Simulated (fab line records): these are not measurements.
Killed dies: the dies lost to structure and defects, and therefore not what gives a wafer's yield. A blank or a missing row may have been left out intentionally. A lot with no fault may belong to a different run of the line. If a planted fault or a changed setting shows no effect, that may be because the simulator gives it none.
Lot-split experiment	flow n5-finfet	on a route of 1938 steps: 7 lots, 21 wafers read

## ABOUT THE SPLIT
At N5_BEOL_M0_SAQP_PECVD_00 (deposits SiCN from 3MS/NH3, target thk 8 nm, time 14 s), the setting time-s was moved away from the recipe's 14 s on 3 of the 21 wafers read, by +5.0% to +12.3%. For the rest of the wafers, this setting stayed at what the recipe calls for.

Reading taken at the split's own step.

## THE READING
SiCN_of_BEOL_M0_SAQP_PECVD_00.thk-nm (the simulator's own value, which no gauge read), in nm, at N5_BEOL_M0_SAQP_PECVD_00 (deposits SiCN from 3MS/NH3, target thk 8 nm, time 14 s). The file gives no usual value for it. Here, 18 wafers ran the recipe; their average is 8.0 nm with a standard deviation of 0.16 nm.

wafer	tool, chamber at the split	time-s as run, s	against the recipe	SiCN_of_BEOL_M0_SAQP_PECVD_00.thk-nm, nm	against lot-mates on the recipe
L074.1	pecvd-03, 0,2	14	recipe	7.8	-
L074.5	pecvd-03, 0,2	14	recipe	7.8	-
L074.2	pecvd-03, 2	14	recipe	7.6	-
L076.3	pecvd-01, 2	14	recipe	8.2	-
L076.4	pecvd-01, 2	14.7	+5.0%	8.6	+0.4
L076.6	pecvd-01, 0	14.7	+5.0%	8.8	+0.6
L077.4	pecvd-04, 0	14	recipe	8.2	-
L077.5	pecvd-04, 1,2	14	recipe	8	-
L077.6	pecvd-04, 1,2	14	recipe	8	-
L078.2	pecvd-03, 1,0	14	recipe	8	-
L078.3	pecvd-03, 1,0	14	recipe	8	-
L078.6	pecvd-03, 1	14	recipe	8.2	-
L086.1	pecvd-04, 1,2	14	recipe	8	-
L086.2	pecvd-04, 1,2	14	recipe	8	-
L086.3	pecvd-04, 0	14	recipe	7.8	-
L087.2	pecvd-01, 0	14	recipe	8	-
L087.5	pecvd-01, 2	14	recipe	8.2	-
L087.6	pecvd-01, 1	15.72	+12.3%	9.2	+1.1
L091.2	pecvd-04, 0	14	recipe	7.8	-
L091.3	pecvd-04, 1,2	14	recipe	8	-
L091.4	pecvd-04, 1,2	14	recipe	8	-
The file does not say which wafer passed through which chamber wherever a row lists several chambers: such a row stands for several wafers.

THE FIT
A straight line over all 21 wafers: SiCN_of_BEOL_M0_SAQP_PECVD_00.thk-nm changes by +0.109 nm for each +1% of time-s; r = +0.89; the points scatter about the line by 0.17 nm.
The same after taking each lot's own level away (the mean of its wafers on the recipe; 21 wafers): +0.0919 nm for each +1%; r = +0.95; scatter 0.097 nm.
The reading moves by 1.1 nm for the largest change in time-s, on that fit.
The lots' own levels span 7.73 to 8.20 nm, that is 2.9 times the standard deviation above.
Hence the slope depends on the lot-to-lot level, as the two fits are not the same.
Check: for one of the wafers moved furthest among these (+12.3%), held out of the fit, the line's prediction against its lot-mates is +1.23 nm. It came out at +1.1 nm against them.

## FURTHER SPLITS ON THESE WAFERS
These wafers also went through other splits before the reading. Each is held against what the fit with the lots' levels taken away leaves over:
other split on the same wafers	wafers away from the commonest value	r with SiCN_of_BEOL_M0_SAQP_PECVD_00.thk-nm (lot level and that fit taken away)
N5_MOL_CONTACT_COAG_COAT_103 spin-rpm	7	+0.04
N5_MOL_CONTACT_COAG_EXPOSE_05 dose-mj	9	-0.02
N5_MOL_CONTACT_COAG_PECVD_31 temp-c	7	+0.32
N5_MOL_CONTACT_COAG_COAT_76 spin-rpm	7	+0.18

## THE FILE'S OWN FIT
SiCN_of_BEOL_M0_SAQP_PECVD_00.thk-nm changes by +0.091 nm for each +1% of time-s, r = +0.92.
